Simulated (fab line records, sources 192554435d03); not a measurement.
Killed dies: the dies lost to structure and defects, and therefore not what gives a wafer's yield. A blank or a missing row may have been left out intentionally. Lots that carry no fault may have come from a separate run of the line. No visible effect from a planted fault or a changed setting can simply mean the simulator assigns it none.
One fault seen from 3 desks	flow n5 finfet	numbers are kept per desk, each desk with only its own; the story behind them comes last

FOR THE TOOL OWNER'S DESK: rie diel-06
The tool's own readings at N5_BEOL_M8_VIA_ETCH_34 (etches SiCOH lowk in C4F6/O2, target depth 125.5 nm, time 50.5 s): means of the sampled wafers that have a number, for each lot that ran on this tool. A lot is out of limits, marked OUT, if its mean lies more than 4 standard deviations from the usual mean; the brackets give that distance. Readings shown: 7 out of 9 (the first out of limits, and those lying furthest out on some lot).
Columns: A = C4F6_flow_sccm at N5_BEOL_M8_VIA_ETCH_34, usual 10.000 sccm; B = drypump motor current A at N5_BEOL_M8_VIA_ETCH_34, usual 5.7 A; C = oes_f_703_au at N5_BEOL_M8_VIA_ETCH_34, usual 0.79 a.u.; D = oes product au at N5_BEOL_M8_VIA_ETCH_34, usual 0.79 a.u.; E = rf fwd power W at N5_BEOL_M8_VIA_ETCH_34, usual 341.7 W; F = rf vpp V at N5_BEOL_M8_VIA_ETCH_34, usual 667 V; G = throttle valve pct at N5_BEOL_M8_VIA_ETCH_34, usual 20.87 %
lot	first seen here	A	B	C	D	E	F	G
L745	day 10 08:09	9.997	6.2	0.79	0.77	339.5	662	20.79
L746	day 10 18:52	9.984	5.7	0.97	0.78	424.3 (+69) OUT	594 (-6.1) OUT	20.72
L748	day 10 21:28	10.022	6.1	0.95	0.76	423.3 (+68) OUT	595 (-6.0) OUT	20.82
L753	day 12 01:59	9.982	5.7	1.09 (+4.1) OUT	0.88	423.9 (+69) OUT	598 (-5.7) OUT	20.77
Finding of this desk: L746, L748, L753 out of limits; the first was L746 at day 10 18:52, on rf fwd power W at N5_BEOL_M8_VIA_ETCH_34. Within limits: L745.

METROLOGY DESK
Lot by lot, what the gauges showed, no matter which tool ran the lot: averages of those sampled wafers that carry a number. A lot is out of limits, marked OUT, if its mean lies more than 4 standard deviations from the usual mean; the brackets give that distance.
Columns: A = cd nm at N5_BEOL_M8_CD_MEAS_28, usual 39.98 nm; B = V7_OVL at N5_BEOL_M8_OVL_MEAS_29, usual 0.2 nm
lot	first seen here	A	B
L743	day 9 10:32	39.81	1.6
L745	day 10 07:51	40.06	0.8
L746	day 10 18:24	39.89	-0.2
L748	day 10 21:10	40.27	0.5
L750	day 10 21:23	40.14	0.3
L753	day 12 01:41	39.83	0.2
L762	day 14 02:58	39.72	0.8
This desk's finding: nothing out of limits on any of the 7 lots.

THE DEFECT DESK
Counts from the inspections along the route, per lot, as means over the sampled wafers that have a number. A lot is out of limits, marked OUT, if its mean lies more than 4 standard deviations from the usual mean; the brackets give that distance.
Columns: A = raw defect count at N5_BEOL_M8_INSPECT_30, usual 422
lot	first seen here	A
L743	day 9 10:37	423
L745	day 10 07:56	578
L746	day 10 18:29	327
L748	day 10 21:14	334
L750	day 10 21:29	307
L753	day 12 01:46	470
L762	day 14 03:03	477
This desk's finding: nothing out of limits on any of the 7 lots.

ALL TOGETHER
On L746, L748, L753, at day 10 18:52, an alarm was possible from the tool owner's desk.
Metrology desk: nothing out of limits seen.
Nothing out of limits was seen by the defect desk.
The metrology desk has L746, L748, L753 on record, within its limits.
The defect desk has L746, L748, L753 on record, within its limits.
On rie diel-06, each named lot ran N5_BEOL_M8_VIA_ETCH_34.

WHAT THE SIMULATOR HAD PUT IN
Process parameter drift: rie diel-06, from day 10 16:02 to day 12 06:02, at N5_BEOL_M8_VIA_ETCH_34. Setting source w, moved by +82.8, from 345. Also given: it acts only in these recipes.
Lots struck among those shown: L746, L748, L753.
Each desk's first reading out of limits, in hours after the fault started: the tool owner's desk, 3.
